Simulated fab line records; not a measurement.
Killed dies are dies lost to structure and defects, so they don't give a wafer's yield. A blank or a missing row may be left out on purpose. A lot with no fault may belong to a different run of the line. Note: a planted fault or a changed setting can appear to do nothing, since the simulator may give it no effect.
The tool behind it: which one? / flow nand harc / 24 lots, 72 wafers sampled, at 2 steps of a route of 1302

## WHAT THE GAUGES SHOWED, per wafer
NHARC_A_CONTACT_INSPECT_71. Usual: raw defect count at 84, with a standard deviation of 26.
lot=L075; measured=day 21 19:38; on=defect inspect-01; raw defect count=71 86 70; flag=
lot=L074; measured=day 21 22:49; on=defect inspect-02; raw defect count=114 122 105; flag=
lot=L076; measured=day 22 12:58; on=defect inspect-01; raw defect count=106 101 103; flag=
lot=L078; measured=day 23 13:53; on=defect inspect-01; raw defect count=110 127 114; flag=
lot=L077; measured=day 23 15:47; on=defect inspect-01; raw defect count=55 65 66; flag=
lot=L079; measured=day 24 03:23; on=defect inspect-01; raw defect count=122 93 106; flag=
lot=L081; measured=day 24 18:30; on=defect inspect-01; raw defect count=29 37 33; flag=
lot=L082; measured=day 25 09:39; on=defect inspect-02; raw defect count=68 75 74; flag=
lot=L080; measured=day 25 12:09; on=defect inspect-01; raw defect count=118 110 113; flag=
lot=L083; measured=day 25 17:39; on=defect inspect-02; raw defect count=68 72 78; flag=
lot=L084; measured=day 25 23:46; on=defect inspect-01; raw defect count=94 78 68; flag=
lot=L087; measured=day 26 13:03; on=defect inspect-01; raw defect count=134 141 138; flag=
lot=L086; measured=day 26 16:23; on=defect inspect-02; raw defect count=56 49 63; flag=
lot=L085; measured=day 26 23:40; on=defect inspect-02; raw defect count=84 72 85; flag=
lot=L090; measured=day 28 08:32; on=defect inspect-01; raw defect count=72 70 56; flag=
lot=L089; measured=day 28 09:14; on=defect inspect-02; raw defect count=58 72 64; flag=
lot=L091; measured=day 28 16:12; on=defect inspect-02; raw defect count=68 70 72; flag=
lot=L088; measured=day 28 21:19; on=defect inspect-01; raw defect count=118 96 84; flag=
lot=L094; measured=day 29 17:28; on=defect inspect-01; raw defect count=92 121 127; flag=
lot=L092; measured=day 29 17:59; on=defect inspect-02; raw defect count=62 65 73; flag=
lot=L093; measured=day 30 17:38; on=defect inspect-01; raw defect count=99 105 95; flag=
lot=L096; measured=day 30 22:04; on=defect inspect-02; raw defect count=58 70 57; flag=
lot=L095; measured=day 31 03:34; on=defect inspect-01; raw defect count=58 93 98; flag=
lot=L097; measured=day 31 10:02; on=defect inspect-01; raw defect count=76 62 50; flag=

## TOOL THAT RAN EACH LOT (tool first, then ch and the chambers of the sampled wafers, then the start)
lot=L075; NHARC_A_CONTACT_ETCH_96=rie diel-11 ch 0,1,3, day 21 19:38 or earlier
lot=L074; NHARC_A_CONTACT_ETCH_96=rie diel-01 ch 2,3, day 21 22:49 or earlier
lot=L076; NHARC_A_CONTACT_ETCH_96=rie diel-01 ch 1,2,3, day 22 12:58 or earlier
lot=L078; NHARC_A_CONTACT_ETCH_96=rie diel-05 ch 0,1,3, day 23 13:53 or earlier
lot=L077; NHARC_A_CONTACT_ETCH_96=rie diel-01 ch 0,2,3, day 23 15:47 or earlier
lot=L079; NHARC_A_CONTACT_ETCH_96=rie diel-01 ch 0,1,3, day 23 22:09
lot=L081; NHARC_A_CONTACT_ETCH_96=rie diel-11 ch 0,2,3, day 24 18:30 or earlier
lot=L082; NHARC_A_CONTACT_ETCH_96=rie diel-01 ch 1,2,3, day 25 09:39 or earlier
lot=L080; NHARC_A_CONTACT_ETCH_96=rie diel-01 ch 0,2,3, day 25 12:09 or earlier
lot=L083; NHARC_A_CONTACT_ETCH_96=rie diel-01 ch 0,1,3, day 25 17:39 or earlier
lot=L084; NHARC_A_CONTACT_ETCH_96=rie diel-01 ch 0,2,3, day 25 23:46 or earlier
lot=L087; NHARC_A_CONTACT_ETCH_96=rie diel-01 ch 0,3, day 26 13:03 or earlier
lot=L086; NHARC_A_CONTACT_ETCH_96=rie diel-01 ch 1,2,3, day 26 16:23 or earlier
lot=L085; NHARC_A_CONTACT_ETCH_96=rie diel-01 ch 1,2,3, day 26 23:40 or earlier
lot=L090; NHARC_A_CONTACT_ETCH_96=rie diel-01 ch 2,3, day 28 08:32 or earlier
lot=L089; NHARC_A_CONTACT_ETCH_96=rie diel-05 ch 1,2,3, day 28 09:14 or earlier
lot=L091; NHARC_A_CONTACT_ETCH_96=rie diel-11 ch 0,1,3, day 28 16:12 or earlier
lot=L088; NHARC_A_CONTACT_ETCH_96=rie diel-01 ch 0,1,2, day 28 21:19 or earlier
lot=L094; NHARC_A_CONTACT_ETCH_96=rie diel-01 ch 0,1,2, day 29 17:28 or earlier
lot=L092; NHARC_A_CONTACT_ETCH_96=rie diel-01 ch 0,1, day 29 17:59 or earlier
lot=L093; NHARC_A_CONTACT_ETCH_96=rie diel-11 ch 0,1, day 30 17:38 or earlier
lot=L096; NHARC_A_CONTACT_ETCH_96=rie diel-01 ch 0,2,3, day 30 22:04 or earlier
lot=L095; NHARC_A_CONTACT_ETCH_96=rie diel-01 ch 0,1,2, day 31 03:34 or earlier
lot=L097; NHARC_A_CONTACT_ETCH_96=rie diel-11 ch 0,3, day 31 10:02 or earlier
- NHARC_A_CONTACT_ETCH_96: etches the open film in C4F6/O2, target depth 20 nm, time 10 s.

## WHAT THE TOOLS THEMSELVES READ (means of the sampled wafers that have a number; where no wafer has one, the mark that the record gives instead)
NHARC_A_CONTACT_ETCH_96. Usual: drypump motor current A 5.7 A, standard deviation 0.58; oes product au 0.972 a.u., standard deviation 0.028; rf vpp V 546 V, standard deviation 4; showerhead plenum p Torr 3.89 Torr, standard deviation 0.19; throttle valve pct 26.902 %, standard deviation 0.0091.
lot=L075; tool=rie diel-11; drypump motor current A (A)=5.8; oes product au (a.u.)=0.944; rf vpp V (V)=547; showerhead plenum p Torr (Torr)=3.94; throttle valve pct (%)=26.896; flag=
lot=L074; tool=rie diel-01; drypump motor current A (A)=5.9; oes product au (a.u.)=1.012; rf vpp V (V)=545; showerhead plenum p Torr (Torr)=3.82; throttle valve pct (%)=26.896; flag=
lot=L076; tool=rie diel-01; drypump motor current A (A)=5.4; oes product au (a.u.)=0.978; rf vpp V (V)=548; showerhead plenum p Torr (Torr)=3.97; throttle valve pct (%)=26.911; flag=
lot=L078; tool=rie diel-05; drypump motor current A (A)=5.9; oes product au (a.u.)=0.945; rf vpp V (V)=541; showerhead plenum p Torr (Torr)=3.70; throttle valve pct (%)=26.901; flag=
lot=L077; tool=rie diel-01; drypump motor current A (A)=5.8; oes product au (a.u.)=0.945; rf vpp V (V)=544; showerhead plenum p Torr (Torr)=3.81; throttle valve pct (%)=26.905; flag=
lot=L079; tool=rie diel-01; drypump motor current A (A)=5.8; oes product au (a.u.)=0.971; rf vpp V (V)=546; showerhead plenum p Torr (Torr)=3.90; throttle valve pct (%)=26.903; flag=
lot=L081; tool=rie diel-11; drypump motor current A (A)=5.7; oes product au (a.u.)=0.942; rf vpp V (V)=546; showerhead plenum p Torr (Torr)=3.89; throttle valve pct (%)=26.901; flag=
lot=L082; tool=rie diel-01; drypump motor current A (A)=5.4; oes product au (a.u.)=0.945; rf vpp V (V)=549; showerhead plenum p Torr (Torr)=3.97; throttle valve pct (%)=26.906; flag=
lot=L080; tool=rie diel-01; drypump motor current A (A)=5.7; oes product au (a.u.)=1.002; rf vpp V (V)=544; showerhead plenum p Torr (Torr)=3.81; throttle valve pct (%)=26.898; flag=
lot=L083; tool=rie diel-01; drypump motor current A (A)=5.8; oes product au (a.u.)=1.003; rf vpp V (V)=546; showerhead plenum p Torr (Torr)=3.89; throttle valve pct (%)=26.897; flag=
lot=L084; tool=rie diel-01; drypump motor current A (A)=5.7; oes product au (a.u.)=0.951; rf vpp V (V)=544; showerhead plenum p Torr (Torr)=3.80; throttle valve pct (%)=26.901; flag=
lot=L087; tool=rie diel-01; drypump motor current A (A)=6.2; oes product au (a.u.)=1.008; rf vpp V (V)=544; showerhead plenum p Torr (Torr)=3.74; throttle valve pct (%)=26.900; flag=
lot=L086; tool=rie diel-01; drypump motor current A (A)=5.4; oes product au (a.u.)=1.008; rf vpp V (V)=547; showerhead plenum p Torr (Torr)=3.96; throttle valve pct (%)=26.890; flag=
lot=L085; tool=rie diel-01; drypump motor current A (A)=5.4; oes product au (a.u.)=0.966; rf vpp V (V)=548; showerhead plenum p Torr (Torr)=3.96; throttle valve pct (%)=26.901; flag=
lot=L090; tool=rie diel-01; drypump motor current A (A)=5.4; oes product au (a.u.)=1.009; rf vpp V (V)=546; showerhead plenum p Torr (Torr)=3.88; throttle valve pct (%)=26.910; flag=
lot=L089; tool=rie diel-05; drypump motor current A (A)=5.8; oes product au (a.u.)=0.950; rf vpp V (V)=545; showerhead plenum p Torr (Torr)=3.78; throttle valve pct (%)=26.900; flag=
lot=L091; tool=rie diel-11; drypump motor current A (A)=5.8; oes product au (a.u.)=1.001; rf vpp V (V)=547; showerhead plenum p Torr (Torr)=3.91; throttle valve pct (%)=26.905; flag=
lot=L088; tool=rie diel-01; drypump motor current A (A)=5.3; oes product au (a.u.)=0.956; rf vpp V (V)=547; showerhead plenum p Torr (Torr)=3.95; throttle valve pct (%)=26.901; flag=
lot=L094; tool=rie diel-01; drypump motor current A (A)=5.3; oes product au (a.u.)=1.006; rf vpp V (V)=548; showerhead plenum p Torr (Torr)=3.95; throttle valve pct (%)=26.901; flag=
lot=L092; tool=rie diel-01; drypump motor current A (A)=5.7; oes product au (a.u.)=0.974; rf vpp V (V)=546; showerhead plenum p Torr (Torr)=3.87; throttle valve pct (%)=26.901; flag=
lot=L093; tool=rie diel-11; drypump motor current A (A)=6.0; oes product au (a.u.)=0.945; rf vpp V (V)=543; showerhead plenum p Torr (Torr)=3.77; throttle valve pct (%)=26.905; flag=
lot=L096; tool=rie diel-01; drypump motor current A (A)=5.8; oes product au (a.u.)=0.976; rf vpp V (V)=544; showerhead plenum p Torr (Torr)=3.79; throttle valve pct (%)=26.893; flag=
lot=L095; tool=rie diel-01; drypump motor current A (A)=5.3; oes product au (a.u.)=0.945; rf vpp V (V)=547; showerhead plenum p Torr (Torr)=3.94; throttle valve pct (%)=26.898; flag=
lot=L097; tool=rie diel-11; drypump motor current A (A)=5.7; oes product au (a.u.)=0.952; rf vpp V (V)=549; showerhead plenum p Torr (Torr)=4.02; throttle valve pct (%)=26.895; flag=

## THE ANSWER, worked out from the rows above alone
Rule: lot off if the mean of its wafers having a number is beyond 3 standard deviations from the usual mean. A lot without any number at a reading at which 4 lots or more have one is off too. The other lots that the step has rows for count as sound. After the gauges, taken in route order, come the tools' own readings; for these a lot's mean is taken, as printed above. The first step at which some lot is off is used, and at that step the reading that is off furthest; a lot without a number counts as furthest.
No lot is off at any reading shown: from this, nothing can be told.

## WHAT WAS PUT IN BY THE SIMULATOR
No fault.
